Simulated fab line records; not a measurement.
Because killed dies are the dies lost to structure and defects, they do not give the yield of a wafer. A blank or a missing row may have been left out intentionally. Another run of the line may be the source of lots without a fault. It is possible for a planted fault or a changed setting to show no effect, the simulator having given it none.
Chamber matching	flow nand_harc	NHARC_A_BLC_STRIP_21 on rie_diel-13 has 4 sister chambers
The step strips in O2. 39 wafers are shown with their chamber, then 12 later ones without.

## EACH WAFER AND ITS CHAMBER
wafer	chamber	drypump_motor_current_A (A)	showerhead_plenum_p_Torr (Torr)	oes_product_au (a.u.)
L075.3	0	5.5	3.42	1.004
L075.4	2	5.0	3.35	1.009
L075.6	3	6.2	3.31	1.005
L074.2	0	5.5	3.42	0.998
L074.5	1	5.4	3.32	1.018
L074.6	0	5.5	3.42	1.008
L074.1	3	6.3	3.31	1.027
L074.3	1	5.4	3.32	1.014
L074.4	2	5.1	3.35	1.005
L077.1	1	5.4	3.32	1.006
L077.2	2	5.1	3.35	1.016
L077.3	0	5.5	3.42	1.000
L076.2	0	5.5	3.42	1.003
L076.4	3	6.2	3.31	1.010
L076.5	3	6.2	3.31	1.014
L081.1	0	5.5	3.42	0.995
L081.4	2	5.1	3.35	1.003
L081.5	0	5.5	3.42	0.995
L080.3	2	5.0	3.35	1.015
L080.4	1	5.4	3.32	0.997
L080.6	2	5.0	3.35	1.008
L080.1	3	6.2	3.31	1.003
L080.2	0	5.5	3.42	1.004
L080.5	1	5.4	3.32	1.002
L082.1	3	6.2	3.31	1.011
L082.2	2	5.0	3.35	1.005
L082.6	2	5.0	3.35	1.006
L090.2	3	6.2	3.30	0.999
L090.3	2	5.1	3.35	0.992
L090.6	3	6.2	3.30	0.998
L094.2	3	6.2	3.30	1.002
L094.4	1	5.4	3.32	1.001
L094.5	2	5.1	3.35	0.999
L094.1	2	5.0	3.35	1.003
L094.3	0	5.5	3.41	0.999
L094.6	1	5.4	3.32	1.005
L092.1	0	5.5	3.41	0.999
L092.3	1	5.4	3.32	1.003
L092.5	0	5.5	3.41	1.004

SIGNATURES (averages over the wafers above)
reading	chamber 0	chamber 1	chamber 2	chamber 3	scatter within a chamber
drypump_motor_current_A	5.500	5.400	5.045	6.211	0.0321
showerhead_plenum_p_Torr	3.4173	3.3200	3.3500	3.3067	0.00346
oes_product_au	1.00082	1.00575	1.00555	1.00767	0.00682
Rule: distance of a wafer from a chamber = root of the sum over the readings of ((wafer's reading minus chamber's mean) / reading's scatter) squared. If the next closest chamber is less than 2 further off than the closest, the wafer can't be placed; otherwise it belongs to the closest. The scatter is the square root of a quotient: the sum, over the shown wafers, of each reading's squared deviation from its chamber's mean, divided by wafers minus chambers.

## WAFERS MISSING THEIR CHAMBER
wafer	drypump_motor_current_A (A)	showerhead_plenum_p_Torr (Torr)	oes_product_au (a.u.)
L093.3	5.5	3.41	0.997
L093.5	5.0	3.35	0.994
L093.6	5.3	3.32	1.001
L096.1	5.4	3.32	0.990
L096.2	5.0	3.35	1.006
L096.3	5.5	3.41	0.997
L096.4	6.2	3.30	1.014
L096.5	5.5	3.41	0.999
L096.6	5.4	3.32	1.006
L097.2	5.1	3.35	1.009
L097.3	6.2	3.30	1.013
L097.4	5.5	3.41	0.995

## CHAMBER TAKEN BY EACH
wafer	from the rows above	in truth
L093.3	0	0
L093.5	2	2
L093.6	1	1
L096.1	1	1
L096.2	2	2
L096.3	0	0
L096.4	3	3
L096.5	0	0
L096.6	1	1
L097.2	2	2
L097.3	3	3
L097.4	0	0
Correctly placed: 12 of 12. Number that these rows cannot place: 0. 0 placed wrongly.
